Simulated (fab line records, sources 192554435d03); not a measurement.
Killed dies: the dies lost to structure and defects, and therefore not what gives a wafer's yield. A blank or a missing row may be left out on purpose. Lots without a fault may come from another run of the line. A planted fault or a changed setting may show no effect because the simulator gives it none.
Chamber matching	flow n5 finfet	N5_BEOL_M11_STRIP_19 on rie diel-06: 4 sister chambers
The step strips in O2. 8 wafers are shown with their chamber, then 12 later ones without.

## WAFERS WITH THEIR CHAMBER
wafer	chamber	showerhead plenum p Torr (Torr)	throttle valve pct (%)
L084.3	3	2.23	16.50
L084.4	2	2.08	17.03
L085.1	2	2.08	17.03
L085.4	0	2.13	16.97
L085.5	3	2.22	16.54
L086.1	1	2.04	16.46
L086.2	0	2.13	16.96
L086.6	1	2.04	16.45

## WAFERS WITH NO CHAMBER GIVEN
wafer	showerhead plenum p Torr (Torr)	throttle valve pct (%)
L087.1	2.22	16.53
L087.2	2.08	17.05
L087.4	2.04	16.46
L089.1	2.22	16.53
L089.4	2.13	16.98
L089.6	2.04	16.48
L097.3	2.04	16.49
L097.5	2.22	16.58
L097.6	2.07	17.07
L096.2	2.04	16.49
L096.4	2.12	17.02
L096.6	2.22	16.55

## CHAMBER TAKEN BY EACH
wafer	from the rows above	in truth
L087.1	3	3
L087.2	2	2
L087.4	1	1
L089.1	3	3
L089.4	0	0
L089.6	1	1
L097.3	1	1
L097.5	3	3
L097.6	2	2
L096.2	1	1
L096.4	0	0
L096.6	3	3
Correct placement for 12 of the 12. Number that these rows cannot place: 0. Number placed wrongly: 0.
How it was worked out, from the rows above alone: a wafer's distance from a chamber is the root of the sum, over the readings, of the square of ((its reading less the chamber's mean) divided by the reading's scatter). If the next closest chamber is less than 2 further off than the closest, the wafer can't be placed; otherwise it belongs to the closest. Each chamber's mean is taken over the wafers shown for it. The scatter: take each reading less its chamber's mean, square it, sum over the shown wafers, divide by the number of wafers less the number of chambers, and take the root.
